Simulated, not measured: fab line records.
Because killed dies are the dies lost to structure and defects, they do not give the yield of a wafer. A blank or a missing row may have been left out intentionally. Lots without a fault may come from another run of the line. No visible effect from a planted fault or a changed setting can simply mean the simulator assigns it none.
Lot-split experiment ; flow n5 finfet ; on a route of 1938 steps: 7 lots, 21 wafers read

== THE SPLIT ==
At N5_BEOL_M9_TRENCH_ETCH_37 (etches SiCOH lowk in C4F6/O2, target depth 151.43 nm, time 49 s), the setting time s was moved away from the recipe's 49 s on 7 of the 21 wafers read, by -20.2% to +18.6%. All remaining wafers had this setting at the recipe value.

== FROM THE SPLIT TO THE READING: what the file shows between them, 8 steps ==
- N5_BEOL_M9_ETCH_41: etches SiCN in CH3F/O2, target depth 36.6 nm, time 70.1 s
- N5_BEOL_M9_STRIP_80: strips in N2/H2, time 10 s
- N5_BEOL_M9_OCD_MEAS_38
- N5_BEOL_M9_HM_STRIP_39: strips TiN in peroxide tin strip, target depth 25 nm, time 158 s
- N5_BEOL_M9_SRD_40: time 30 s
- N5_BEOL_M9_ECD_50: material Cu, target thk 318 nm
- N5_BEOL_M9_ANNEAL_51: time 90 s
- N5_BEOL_M9_CMP_52: polishes, stops on SiCOH lowk, t overpolish 7 s, target thk 140 nm

== THE READING ==
M9_THK, in nm, at N5_BEOL_M9_THK_MEAS_53 (measures by xrf). On this fab line, fault-free wafers typically give 138 nm with a standard deviation of 3.7 nm.

wafer;tool, chamber at the split;time s as run, s;against the recipe;M9_THK, nm;against lot-mates on the recipe
L078.1;rie diel-02, 3;49;recipe;141;-
L078.2;rie diel-02, 2;49;recipe;143;-
L078.3;rie diel-02, 0;49;recipe;139;-
L081.1;rie diel-05, 2;49;recipe;139;-
L081.4;rie diel-05, 1;52.08;+6.3%;154;+16
L081.5;rie diel-05, 0;49;recipe;138;-
L083.3;rie diel-05, 3;49;recipe;133;-
L083.4;rie diel-05, 0;49;recipe;135;-
L083.6;rie diel-05, 2;58.09;+18.6%;163;+29
L082.1;rie diel-01, 1;49;recipe;137;-
L082.2;rie diel-01, 0;49;recipe;141;-
L082.3;rie diel-01, 3;39.11;-20.2%;104;-35
L090.1;rie diel-05, 2;49;recipe;136;-
L090.3;rie diel-05, 3;49;recipe;134;-
L090.6;rie diel-05, 3;54.86;+12.0%;150;+15
L093.1;rie diel-05, 0;56.99;+16.3%;163;+20
L093.4;rie diel-05, 1;49;recipe;143;-
L093.6;rie diel-05, 3;56.99;+16.3%;155;+12
L095.2;rie diel-01, 0;49;recipe;138;-
L095.3;rie diel-01, 1;56.56;+15.4%;161;+25
L095.5;rie diel-01, 3;49;recipe;134;-

FIT RESULTS
A straight line over all 21 wafers: M9_THK changes by +1.45 nm for each +1% of time s; r = +0.96; the points scatter about the line by 3.9 nm.
The same after taking each lot's own level away (the mean of its wafers on the recipe; 21 wafers): +1.45 nm for each +1%; r = +0.96; scatter 3.7 nm.
According to that fit, moving time s by its largest amount changes the reading by 29 nm.
The lots' own levels span 134.0 to 143.0 nm, that is 2.4 times the standard deviation above.
So the lot-to-lot level changes the slope little: the two slopes agree.
Check: for one of the wafers moved furthest among these (-20.2%), held out of the fit, the line's prediction against its lot-mates is -26.2 nm. It came out at -35 nm against them.

== THE WHOLE CHAIN: every reading that the file lists as answering this split, in the file's order ==
step;what it does;reading;change (the file's fit);r (the file's)
N5_BEOL_M9_TRENCH_ETCH_37;etches SiCOH lowk in C4F6/O2, target depth 151.43 nm, time 49 s;etch.depth nm (the simulator's own value, which no gauge read);+1.5 nm for each +1% of the setting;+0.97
N5_BEOL_M9_TRENCH_ETCH_37;etches SiCOH lowk in C4F6/O2, target depth 151.43 nm, time 49 s;BEOL_M9.feature depth nm (the simulator's own value, which no gauge read);+1.5 nm for each +1% of the setting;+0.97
N5_BEOL_M9_OCD_MEAS_38;;trench depth nm;+1.48 nm for each +1% of the setting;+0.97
N5_BEOL_M9_CMP_52;polishes, stops on SiCOH lowk, t overpolish 7 s, target thk 140 nm;Cu_of_BEOL_M9_ECD_50.thk nm (the simulator's own value, which no gauge read);+1.55 nm for each +1% of the setting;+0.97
N5_BEOL_M9_THK_MEAS_53;measures by xrf;M9_THK;+1.5 for each +1% of the setting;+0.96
N5_BEOL_M9_RS_MEAS_57;measures by four-point-probe;M9_RS;not straight: 0.206 at the lowest setting, 0.150 at the recipe, 0.125 at the highest;not given

== THE FILE'S OWN FIT ==
M9_THK changes by +1.5 nm for each +1% of time s, r = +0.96.
